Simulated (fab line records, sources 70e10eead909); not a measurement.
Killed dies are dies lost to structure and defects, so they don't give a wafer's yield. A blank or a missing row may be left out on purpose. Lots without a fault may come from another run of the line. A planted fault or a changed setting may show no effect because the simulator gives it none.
Chamber matching | flow nand_harc | NHARC_A_CONTACT_ETCH_75 on rie_diel-03: 4 sister chambers
The step etches the open film in CF4, target depth 39 nm, time 65 s. 14 wafers are shown with their chamber, then 7 later ones without.

WAFERS WITH THEIR CHAMBER
wafer  | chamber | showerhead_plenum_p_Torr (Torr) | drypump_motor_current_A (A) | oes_product_au (a.u.)
L871.1 | 1       | 1.70                            | 5.8                         | 1.007
L871.2 | 3       | 1.85                            | 4.9                         | 1.018
L871.5 | 3       | 1.85                            | 4.9                         | 1.015
L874.2 | 3       | 1.85                            | 4.9                         | 1.012
L874.3 | 0       | 1.90                            | 5.5                         | 0.999
L874.5 | 3       | 1.85                            | 4.9                         | 1.018
L880.2 | 3       | 1.85                            | 4.9                         | 1.010
L880.5 | 3       | 1.85                            | 4.9                         | 1.000
L880.6 | 2       | 1.79                            | 6.3                         | 0.990
L879.1 | 0       | 1.90                            | 5.4                         | 0.998
L879.2 | 2       | 1.79                            | 6.3                         | 1.001
L879.4 | 3       | 1.85                            | 4.9                         | 1.018
L882.3 | 0       | 1.90                            | 5.4                         | 1.004
L882.5 | 1       | 1.69                            | 5.8                         | 1.031

SIGNATURES (means of the wafers above)
reading                  | chamber 0 | chamber 1 | chamber 2 | chamber 3 | scatter within a chamber
showerhead_plenum_p_Torr | 1.9000    | 1.6950    | 1.7900    | 1.8500    | 0.00224
drypump_motor_current_A  | 5.433     | 5.800     | 6.300     | 4.900     | 0.0258
oes_product_au           | 1.00033   | 1.01900   | 0.99550   | 1.01300   | 0.00792
Rule: a wafer's distance from a chamber is the root of the sum, over the readings, of the square of ((its reading less the chamber's mean) divided by the reading's scatter). The wafer belongs to the nearest chamber; if the next one is less than 2 further off, it can't be placed. The scatter: the root of (the sum of the squares of (reading less its chamber's mean) over the shown wafers, divided by (wafers less chambers)).

WAFERS WITHOUT THEIR CHAMBER
wafer  | showerhead_plenum_p_Torr (Torr) | drypump_motor_current_A (A) | oes_product_au (a.u.)
L882.6 | 1.90                            | 5.4                         | 1.006
L890.2 | 1.69                            | 5.8                         | 0.996
L890.3 | 1.84                            | 4.9                         | 1.023
L890.4 | 1.78                            | 6.3                         | 1.003
L892.1 | 1.90                            | 5.5                         | 1.005
L892.4 | 1.69                            | 5.8                         | 0.993
L892.6 | 1.90                            | 5.5                         | 1.004

WHICH CHAMBER EACH WENT THROUGH
wafer  | from the rows above | in truth
L882.6 | 0                   | 0
L890.2 | 1                   | 1
L890.3 | 3                   | 3
L890.4 | 2                   | 2
L892.1 | 0                   | 0
L892.4 | 1                   | 1
L892.6 | 0                   | 0
Placed correctly: 7 of 7. Can't be placed from these rows: 0. Placed wrongly: 0.
